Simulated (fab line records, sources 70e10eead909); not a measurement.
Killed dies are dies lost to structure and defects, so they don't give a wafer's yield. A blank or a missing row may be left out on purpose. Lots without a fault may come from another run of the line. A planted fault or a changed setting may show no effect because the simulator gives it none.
fab line records | flow nand_harc
record lots=6 wafers=18 last_day=32
route steps=1302 shown A_M0@1156 A_M1@1169
lots that met no fault: from a run of the same line without faults
start_h: hours from the record's first day to the start of the lot's first wafer shown | wait_h: hours since the lot's step before | " the same as in the row above | L1.1+2: a row that stands for several wafers | - no value, or no start given | * or withheld: withheld | < > ~ a bound
route shown NAME@n: a module of which the file shows steps, and the number in the route of the first | usual: mean/standard deviation of fault-free wafers | same: alike in all rows | chamber/n: place in a boat | sites: the reading at each site | _std_site: their standard deviation | _edge_site: outer sites' mean less inner sites' | radius_mm: how far each site lies from the wafer's centre | mask NAME#n: copy n | behind: the tool/chamber that last shaped the wafer | hold: why the lot was held/for how many hours/how that ended | device: the transistor (n, p or np) that didn't switch | end of line: the same wafers' tests at the end of the route | a step without rows: its recipe alone | killed: dies lost to structure and defects at the first sort, not the wafer's yield | map: a wafer's dies, x killed, . not, _ none there
set.NAME: the setting as run; set.NAME@STEP: as run at that earlier step | model.NAME: the simulator's own value behind a step, which no gauge read
lots at some steps of the route; a table a step, a row a wafer
services: from which hour (start_h, from the record's first day; less than 0 if before it) a tool's chamber was out of use, for how many hours, and why
## steps
# step NHARC_A_M0_DEGAS_28
# recipe temp_c=250 time_s=60
# usual heater_power_w=334/32
# columns lot.wafer tool chamber start_h wait_h heater_power_w
L786.1 pvd_sputter-02 - 609.25 - 339
L786.5 " - " " 288
L786.6 " - " " 351
L783.1 pvd_sputter-02 - 611.19 - 295
L783.3 " - " " 292
L783.5 " - " " 379
L787.1 pvd_sputter-01 - 615.65 - 385
L787.3 " - " " 324
L787.6 " - " " 379
L788.4 pvd_sputter-02 - 673.01 - 283
L788.6 " - " " 340
L788.5 " - " " 365
L793.3 pvd_sputter-02 - 712.59 - 287
L793.2 " - " " 350
L793.5 " - " " 346
L796.3 pvd_sputter-02 - 727.22 - 348
L796.2 " - " " 366
L796.6 " - " " 353
# step NHARC_A_M0_PRE_CLEAN_29
# recipe time_s=30 temp_c=280 gas=H2/He
# usual heater_power_w=407/40
# columns lot.wafer tool chamber start_h wait_h heater_power_w
L786.1 pvd_sputter-02 - - - 355
L786.5 " - " " 370
L786.6 " - " " 356
L783.1 pvd_sputter-02 - - - 455
L783.3 " - " " 365
L783.5 " - " " 428
L787.1 pvd_sputter-01 - - - 459
L787.3 " - " " 379
L787.6 " - " " 464
L788.4 pvd_sputter-02 - - - 357
L788.5 " - " " 367
L788.6 " - " " 344
L793.3 pvd_sputter-02 - - - 450
L793.2 " - " " 361
L793.5 " - " " 361
L796.2 pvd_sputter-02 - - - 439
L796.3 " - " " 459
L796.6 " - " " 444
# step NHARC_A_M0_PVD_20
# recipe target_thk_a=50 bias_v=168.6 power_w=15000 chamber_pressure_pa=0.12 time_s=8.06 substrate_temp_c=50 material=TaN
# usual throttle_valve_pct=30.5/0.84
# columns lot.wafer tool chamber start_h wait_h throttle_valve_pct
L786.1 pvd_sputter-02 - - - 30.2
L786.5 " - " " 30.1
L786.6 " - " " 29.9
L783.1 pvd_sputter-02 - - - 30.3
L783.3 " - " " 30.1
L783.5 " - " " 30.2
L787.1 pvd_sputter-01 - - - 28.4
L787.3 " - " " 30.2
L787.6 " - " " 29.3
L788.4 pvd_sputter-02 - - - 31.8
L788.6 " - " " 30.5
L788.5 " - " " 30.7
L793.3 pvd_sputter-02 - - - 30.1
L793.2 " - " " 30.3
L793.5 " - " " 30.7
L796.3 pvd_sputter-02 - - - 30.5
L796.2 " - " " 31.8
L796.6 " - " " 30.9
# step NHARC_A_M0_PVD_21
# recipe target_thk_a=300 chamber_pressure_pa=5 power_w=5000 substrate_temp_c=30 time_s=20.49 material=Cu
# step NHARC_A_M0_ECD_22
# recipe target_thk_a=4000 bath_temp_c=25 material=Cu
# step NHARC_A_M0_ANNEAL_30
# recipe temp_c=225 time_s=90
# step NHARC_A_M0_CMP_23
# recipe t_overpolish_s=20 target_thk_nm=113.75
# usual motor_current_A=11.8/1 slurry_filter_dp_kPa=13.49/0.14 time_to_endpoint_s=28.3/2.2
# columns lot.wafer tool chamber start_h wait_h motor_current_A slurry_filter_dp_kPa time_to_endpoint_s
L786.1 cmp-02 2 610.32 - 10.9 13.56 30.5
L786.6 " 2 " " 10.8 13.43 27.1
L786.5 " 3 " " 10.9 13.71 28.4
L783.1 cmp-02 3 613.75 - 11.0 13.58 23.9
L783.3 " 2 " " 10.5 13.47 26.0
L783.5 " 3 " " 10.4 13.58 28.1
L787.1 cmp-02 1 616.77 - 11.6 13.49 29.3
L787.3 " 3 " " 10.9 13.57 26.0
L787.6 " 0 " " 13.1 13.67 29.7
L788.4 cmp-03 2 674.16 - 13.4 13.50 29.2
L788.5 " 3 " " 12.1 13.28 29.2
L788.6 " 0 " " 12.2 13.35 32.2
L793.2 cmp-03 3 713.68 - 10.7 13.61 29.9
L793.3 " 2 " " 12.8 13.38 27.8
L793.5 " 0 " " 12.2 13.54 29.1
L796.2 cmp-03 2 728.31 - 13.0 13.54 28.9
L796.3 " 1 " " 10.6 13.60 31.7
L796.6 " 3 " " 12.1 13.69 27.7
# step NHARC_A_M0_THK_MEAS_24
# recipe thk_meas_gauge=xrf
# usual thk_nm=113.3/1.3
# columns lot.wafer tool chamber start_h wait_h thk_nm
L786.1 film_metro-02 - 610.64 - 111.3
L786.5 " - " " 112.5
L786.6 " - " " 111.4
L783.1 film_metro-01 - 614.06 - 112.2
L783.3 " - " " 114.3
L783.5 " - " " 113.1
L787.1 film_metro-01 - 617.05 - 112.0
L787.3 " - " " 111.9
L787.6 " - " " 110.1
L788.4 film_metro-01 - 674.39 - 112.5
L788.5 " - " " 113.3
L788.6 " - " " 115.0
L793.2 film_metro-01 - 714.00 - 114.0
L793.3 " - " " 114.3
L793.5 " - " " 114.6
L796.2 film_metro-01 - 728.62 - 112.6
L796.3 " - " " 113.9
L796.6 " - " " 115.8
# step NHARC_A_M0_SRD_25
# step NHARC_A_M0_INSPECT_27
# usual raw_defect_count=549/140
# columns lot.wafer tool chamber start_h wait_h raw_defect_count
L786.1 defect_inspect-01 - 610.80 0.0 408
L786.5 " - " " 491
L786.6 " - " " 346
L783.1 defect_inspect-01 - 614.22 0.0 430
L783.3 " - " " 706
L783.5 " - " " 480
L787.1 defect_inspect-01 - 617.21 0.0 474
L787.3 " - " " 437
L787.6 " - " " 615
L788.4 defect_inspect-02 - 674.54 0.0 419
L788.5 " - " " 392
L788.6 " - " " 623
L793.2 defect_inspect-01 - 714.16 0.0 584
L793.3 " - " " 537
L793.5 " - " " 776
L796.2 defect_inspect-02 - 728.78 0.0 565
L796.3 " - " " 868
L796.6 " - " " 799
# step NHARC_A_M0_PRE_CLEAN_31
# recipe time_s=12 temp_c=370 rf_power_w=300 gas=NH3
# usual heater_power_outer_w=377/68 heater_power_w=671/100
# columns lot.wafer tool chamber start_h wait_h heater_power_outer_w heater_power_w
L786.1 pecvd-04 2 610.88 0.1 392 698
L786.5 " 1 " " 385 667
L786.6 " 0 " " 267 511
L783.3 pecvd-03 0 614.28 0.1 345 610
L783.1 " 2 " " 479 844
L783.5 " 1 " " 314 573
L787.1 pecvd-02 0 617.28 0.1 476 770
L787.3 " 1 " " 418 747
L787.6 " 0 " " 470 780
L788.6 pecvd-03 1 674.65 0.1 327 598
L788.5 " 2 " " 470 824
L788.4 " 0 " " 269 529
L793.2 pecvd-04 2 714.22 0.1 382 739
L793.3 " 0 " " 302 572
L793.5 " 1 " " 399 680
L796.3 pecvd-04 0 728.93 0.1 336 620
L796.2 " 2 " " 422 752
L796.6 " 1 " " 405 665
# step NHARC_A_M0_DEP_32
# recipe target_thk_a=300 temp_c=370 target_thk_nm=30 pressure_torr=3 flow_sccm=200 rf_w=450 material=SiCN
# usual chamber_pressure_Torr=3.000/0.0061 heater_power_outer_w=326/57 heater_power_w=605/88
# columns lot.wafer tool chamber start_h wait_h chamber_pressure_Torr heater_power_outer_w heater_power_w
L786.1 pecvd-04 2 610.98 0.1 - - -
L786.5 " 1 " " - - -
L786.6 " 0 " " - - -
L783.3 pecvd-03 0 614.36 0.1 - - -
L783.1 " 2 " " - - -
L783.5 " 1 " " - - -
L787.1 pecvd-02 0 617.36 0.1 2.994 383 686
L787.3 " 1 " " 3.006 297 598
L787.6 " 0 " " 2.995 389 681
L788.6 pecvd-03 1 674.82 0.2 2.987 252 509
L788.5 " 2 " " 2.993 354 685
L788.4 " 0 " " 2.996 291 551
L793.2 pecvd-04 2 714.30 0.1 3.014 372 680
L793.3 " 0 " " 3.010 290 553
L793.5 " 1 " " 2.998 349 598
L796.3 pecvd-04 0 729.01 0.1 2.998 275 534
L796.2 " 2 " " 3.004 309 609
L796.6 " 1 " " 2.989 342 602
# step NHARC_A_M1_DEP_00
# recipe target_thk_a=1825 target_thk_nm=182.5 temp_c=withheld pressure_torr=5 flow_sccm=200 rf_w=600 material=SiOC
## services
# columns tool chamber start_h hours kind
pecvd-02 - 589.35 13.0 pm
cmp-02 - 590.67 0.6 repair
cmp-03 - 596.86 0.6 repair
cmp-03 - 601.56 4.1 repair
pecvd-04 - 605.56 0.6 repair
cmp-03 - 610.23 36.3 repair
cmp-02 - 611.71 1.9 repair
cmp-02 - 620.16 0.8 repair
cmp-02 - 621.33 1.4 repair
pecvd-04 - 631.00 13.0 pm
pecvd-04 0 631.00 16.0 vent_cycle
pecvd-04 1 631.00 13.0 vent_cycle
pecvd-04 2 631.00 13.0 vent_cycle
pvd_sputter-02 - 634.13 6.8 repair
cmp-02 - 638.03 4.0 pm
pecvd-04 1 644.00 - clean
pecvd-04 2 644.00 - clean
cmp-03 - 652.84 4.0 pm
pvd_sputter-01 - 667.92 2.1 repair
cmp-02 - 708.28 2.6 repair
pvd_sputter-01 - 714.06 1.1 repair
pecvd-03 - 728.24 13.0 pm
pecvd-03 0 728.24 13.0 vent_cycle
pecvd-03 1 728.24 13.0 vent_cycle
## key
first_sign step=NHARC_A_M0_DEP_32 reading=tool_record direction=missing
effect none on later readings
met_at NHARC_A_M0_DEP_32
struck_wafers L783.1,L783.3,L783.5,L786.1,L786.5,L786.6
sort_left_out L783.1,L783.3,L783.5,L786.1,L786.5,L786.6
fault kind=skipped_step_whole tool=pecvd-03,pecvd-04 chamber=- onset_h=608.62 steps=NHARC_A_M0_DEP_32 scope=struck_lots_only
# sort_left_out: the simulated sort isn't trusted on such a fault, so these wafers' sort isn't shown, and their yield isn't known
